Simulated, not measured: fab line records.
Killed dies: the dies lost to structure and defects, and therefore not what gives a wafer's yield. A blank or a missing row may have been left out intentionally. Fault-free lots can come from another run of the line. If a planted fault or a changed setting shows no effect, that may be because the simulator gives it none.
Matching of chambers + flow nandHarc + 4 sister chambers for NHARC_P_GATE_ALD_36 on aldSin-01
The step deposits SiNx, target thk 20 nm, pulse time 60 s, ald cycles 223. 8 wafers are shown with their chamber, then 12 later ones without.

EACH WAFER AND ITS CHAMBER
| wafer  | chamber | heaterPowerW (W) | precursorPulseHeightRel |
|--------|---------|------------------|-------------------------|
| L081.3 | 0       | 871              | 1.004                   |
| L084.5 | 3       | 757              | 0.993                   |
| L084.6 | 1       | 709              | 1.021                   |
| L086.1 | 0       | 902              | 1.012                   |
| L086.6 | 2       | 834              | 1.014                   |
| L090.2 | 1       | 694              | 0.975                   |
| L090.4 | 2       | 841              | 0.991                   |
| L090.1 | 3       | 731              | 0.982                   |

WAFERS WITH NO CHAMBER GIVEN
| wafer  | heaterPowerW (W) | precursorPulseHeightRel |
|--------|------------------|-------------------------|
| L091.2 | 838              | 1.022                   |
| L091.1 | 722              | 0.979                   |
| L091.3 | 693              | 1.006                   |
| L091.4 | 835              | 0.996                   |
| L091.6 | 725              | 0.998                   |
| L091.5 | 692              | 0.978                   |
| L093.1 | 727              | 0.992                   |
| L093.2 | 890              | 0.980                   |
| L093.3 | 697              | 0.975                   |
| L095.2 | 701              | 1.004                   |
| L095.1 | 856              | 1.043                   |
| L095.6 | 826              | 0.986                   |

WHICH CHAMBER EACH WENT THROUGH
| wafer  | from the rows above     | in truth |
|--------|-------------------------|----------|
| L091.2 | 2                       | 2        |
| L091.1 | can't be placed: 3 or 1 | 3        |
| L091.3 | 1                       | 1        |
| L091.4 | 2                       | 2        |
| L091.6 | can't be placed: 3 or 1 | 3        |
| L091.5 | 1                       | 1        |
| L093.1 | can't be placed: 3 or 1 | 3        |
| L093.2 | 0                       | 0        |
| L093.3 | can't be placed: 1 or 3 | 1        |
| L095.2 | 1                       | 1        |
| L095.1 | can't be placed: 2 or 0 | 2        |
| L095.6 | 2                       | 2        |
Correct placement for 7 of the 12. These rows do not allow placing 5 (true chamber among the candidates in 5). Wrongly placed: 0.
How it was worked out, from the rows above alone: a wafer's distance from a chamber is the root of the sum, over the readings, of the square of ((its reading less the chamber's mean) divided by the reading's scatter). If the next closest chamber is less than 2 further off than the closest, the wafer can't be placed; otherwise it belongs to the closest. A chamber's mean is the mean of its shown wafers. The scatter: take each reading less its chamber's mean, square it, sum over the shown wafers, divide by the number of wafers less the number of chambers, and take the root.
